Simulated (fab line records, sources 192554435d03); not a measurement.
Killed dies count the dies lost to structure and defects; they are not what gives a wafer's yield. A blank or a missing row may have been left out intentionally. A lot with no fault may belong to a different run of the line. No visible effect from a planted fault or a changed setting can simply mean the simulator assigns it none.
Which tool is to blame? | flow n5-finfet | 14 lots with 42 wafers sampled at 4 steps, on a route of 1938 steps

WHAT EACH GAUGE READ, for each wafer
N5_BEOL_M14_OVL_MEAS_11. Usual: V13_OVL gives 3 nm (standard deviation 5.7).
lot  | measured     | on         | V13_OVL (nm) | flag
L861 | day 12 04:34 | overlay-02 | 9 0 12       |
L863 | day 12 11:51 | overlay-02 | 8 1 -5       |
L866 | day 12 12:51 | overlay-02 | 2 3 -4       |
L865 | day 13 04:22 | overlay-02 | -2 1 -3      |
L867 | day 13 12:59 | overlay-01 | 0 7 7        |
L868 | day 13 13:44 | overlay-02 | -5 3 2       |
L869 | day 14 16:20 | overlay-02 | -1 0 7       |
L876 | day 16 11:41 | overlay-02 | 9 6 -2       |
L875 | day 16 21:12 | overlay-01 | 11 0 1       |
L874 | day 17 03:33 | overlay-01 | 9 7 6        |
L880 | day 17 21:00 | overlay-01 | 0 1 -4       |
L881 | day 18 08:03 | overlay-01 | 1 4 7        |
L884 | day 18 16:05 | overlay-02 | 16 0 8       |
L882 | day 18 18:22 | overlay-01 | 1 0 3        |

N5_BEOL_M14_CD_MEAS_28 targets a cd of 284.4 nm. Usual: 284.9 nm for cd-nm, sd 1.2.
lot  | measured     | on        | cd-nm (nm)        | flag
L861 | day 12 05:31 | cd-sem-03 | 286.1 285.4 285.1 |
L863 | day 12 12:48 | cd-sem-02 | 285.5 286.4 287.0 |
L866 | day 12 13:56 | cd-sem-01 | 286.3 286.0 285.9 |
L865 | day 13 05:11 | cd-sem-03 | 282.4 283.9 284.7 |
L867 | day 13 13:49 | cd-sem-02 | - - -             | OFF
L868 | day 13 14:33 | cd-sem-02 | - - -             | OFF
L869 | day 14 17:10 | cd-sem-03 | 285.6 286.4 284.8 |
L876 | day 16 12:39 | cd-sem-02 | 283.2 285.1 284.9 |
L875 | day 16 22:09 | cd-sem-02 | 285.6 284.2 282.0 |
L874 | day 17 04:32 | cd-sem-01 | 285.7 285.5 285.7 |
L880 | day 17 21:49 | cd-sem-03 | 283.4 283.6 284.2 |
L881 | day 18 09:40 | cd-sem-01 | 284.6 284.0 282.7 |
L884 | day 18 17:12 | cd-sem-03 | 286.3 285.6 285.2 |
L882 | day 18 19:12 | cd-sem-03 | 283.5 283.2 283.2 |

WHICH TOOL RAN EACH LOT (tool, then ch and the chambers of the sampled wafers, then the start)
lot  | N5_BEOL_M14_ETCH_59                | N5_BEOL_M14_PEB_26
L861 | rie-diel-05 ch 1,3, day 12 04:40   | litho-track-01 ch 0, day 12 05:24
L863 | rie-diel-05 ch 0,2,3, day 12 11:57 | litho-track-01 ch 0, day 12 12:41
L866 | rie-diel-05 ch 0,2,3, day 12 13:05 | litho-track-01 ch 0, day 12 13:49
L865 | rie-diel-05 ch 1,2,3, day 13 04:28 | litho-track-01 ch 0, day 13 05:04
L867 | rie-diel-04 ch 0,2, day 13 13:05   | litho-track-03, day 13 13:42
L868 | rie-diel-01 ch 0,1,3, day 13 13:49 | litho-track-03, day 13 14:26
L869 | rie-diel-05 ch 0,1,2, day 14 16:26 | litho-track-01 ch 0, day 14 17:02
L876 | rie-diel-05 ch 0,1,3, day 16 11:48 | litho-track-03 ch 0, day 16 12:32
L875 | rie-diel-01 ch 0,2,3, day 16 21:17 | litho-track-01 ch 0, day 16 22:02
L874 | rie-diel-01 ch 0,1,3, day 17 03:41 | litho-track-01 ch 0, day 17 04:25
L880 | rie-diel-05 ch 1,2, day 17 21:05   | litho-track-02 ch 0, day 17 21:42
L881 | rie-diel-04 ch 0,1,3, day 18 08:56 | litho-track-03 ch 0, day 18 09:34
L884 | rie-diel-05 ch 0,1, day 18 16:28   | litho-track-03 ch 0, day 18 17:05
L882 | rie-diel-05 ch 1,2, day 18 18:28   | litho-track-03 ch 0, day 18 19:05
- N5_BEOL_M14_ETCH_59: etches BARC in N2/H2, target depth 89 nm, overetch 26.7 nm, time 67.9 s.
- N5_BEOL_M14_PEB_26: peb time 90 s.

AS READ BY THE TOOLS THEMSELVES (means over the sampled wafers that have a number; for cases with no such wafer, the mark the record gives instead)
N5_BEOL_M14_ETCH_59. Usual: value, then standard deviation, for each; bias-w 149.9 W / 0.46; chamber-pressure-mTorr 29.998 mTorr / 0.024; drypump-motor-current-A 5.9 A / 0.48; oes-product-au 0.67 a.u. / 0.054; rf-vpp-V 523.8 V / 2.1; showerhead-plenum-p-Torr 2.54 Torr / 0.072; throttle-valve-pct 17.97 % / 0.23.
lot  | tool        | bias-w (W) | chamber-pressure-mTorr (mTorr) | drypump-motor-current-A (A) | oes-product-au (a.u.) | rf-vpp-V (V) | showerhead-plenum-p-Torr (Torr) | throttle-valve-pct (%) | flag
L861 | rie-diel-05 | 150.2      | 29.986                         | 6.4                         | 0.65                  | 523.1        | 2.51                            | 17.94                  |
L863 | rie-diel-05 | 149.6      | 29.993                         | 5.9                         | 0.65                  | 524.9        | 2.58                            | 18.10                  |
L866 | rie-diel-05 | 150.0      | 30.005                         | 5.9                         | 0.65                  | 525.0        | 2.58                            | 18.11                  |
L865 | rie-diel-05 | 150.3      | 29.994                         | 6.2                         | 0.64                  | 523.2        | 2.53                            | 18.05                  |
L867 | rie-diel-04 | 150.5      | 30.026                         | 5.8                         | 0.63                  | 523.4        | 2.54                            | 18.07                  |
L868 | rie-diel-01 | 150.3      | 29.986                         | 5.8                         | 0.64                  | 522.1        | 2.51                            | 18.12                  |
L869 | rie-diel-05 | 150.1      | 29.992                         | 6.1                         | 0.63                  | 525.2        | 2.60                            | 18.09                  |
L876 | rie-diel-05 | 149.6      | 30.017                         | 6.1                         | 0.64                  | 524.4        | 2.54                            | 18.06                  |
L875 | rie-diel-01 | 149.6      | 30.001                         | 5.6                         | 0.67                  | 523.4        | 2.52                            | 17.90                  |
L874 | rie-diel-01 | 149.8      | 29.985                         | 5.8                         | 0.63                  | 522.2        | 2.49                            | 18.16                  |
L880 | rie-diel-05 | 150.0      | 29.972                         | 6.3                         | 0.74                  | 524.7        | 2.57                            | 17.90                  |
L881 | rie-diel-04 | 149.8      | 29.993                         | 6.0                         | 0.70                  | 523.4        | 2.54                            | 17.80                  |
L884 | rie-diel-05 | 150.4      | 30.004                         | 6.0                         | 0.63                  | 525.6        | 2.61                            | 18.09                  |
L882 | rie-diel-05 | 150.2      | 29.987                         | 6.4                         | 0.68                  | 523.1        | 2.55                            | 17.94                  |

N5_BEOL_M14_PEB_26. Usual: chill-plate-temp-C 22.99 C, standard deviation 0.1; exhaust-pa 45.2 Pa, standard deviation 1.
lot  | tool           | chill-plate-temp-C (C) | exhaust-pa (Pa) | flag
L861 | litho-track-01 | 22.98                  | 45.8            |
L863 | litho-track-01 | 23.11                  | 45.6            |
L866 | litho-track-01 | 23.11                  | 45.6            |
L865 | litho-track-01 | 22.96                  | 46.1            |
L867 | litho-track-03 | -                      | -               | OFF
L868 | litho-track-03 | -                      | -               | OFF
L869 | litho-track-01 | 22.98                  | 45.4            |
L876 | litho-track-03 | 22.89                  | 46.5            |
L875 | litho-track-01 | 22.99                  | 43.8            |
L874 | litho-track-01 | 23.13                  | 45.4            |
L880 | litho-track-02 | 23.05                  | 44.1            |
L881 | litho-track-03 | 22.96                  | 46.9            |
L884 | litho-track-03 | 22.85                  | 46.1            |
L882 | litho-track-03 | 22.87                  | 44.9            |

THE ANSWER, worked out from the rows above alone
Rule: a lot is off if the mean of its wafers that have a number lies more than 3 standard deviations from the usual mean. A lot without any number at a reading at which 4 lots or more have one is off too. All remaining lots with rows at the step are treated as sound. Order of review: gauges by route order, followed by the tools' own readings, for which a lot's mean as printed above is used. The first step at which some lot is off is used, and at that step the reading that is off furthest; a lot without a number counts as furthest.
Off at N5_BEOL_M14_CD_MEAS_28 (cd-nm): L867, L868. Without a number there: L867, L868.
If a tool, at a process step before that reading, ran all the lots that are off and no sound lot after the first of them, it fits. Not tried: the gauges at N5_BEOL_M14_CD_MEAS_28; whatever is off there is also off at N5_BEOL_M14_PEB_26, on other tools, and gauge error can't account for it. Of those tried, none fits.

WHAT WAS PUT IN BY THE SIMULATOR
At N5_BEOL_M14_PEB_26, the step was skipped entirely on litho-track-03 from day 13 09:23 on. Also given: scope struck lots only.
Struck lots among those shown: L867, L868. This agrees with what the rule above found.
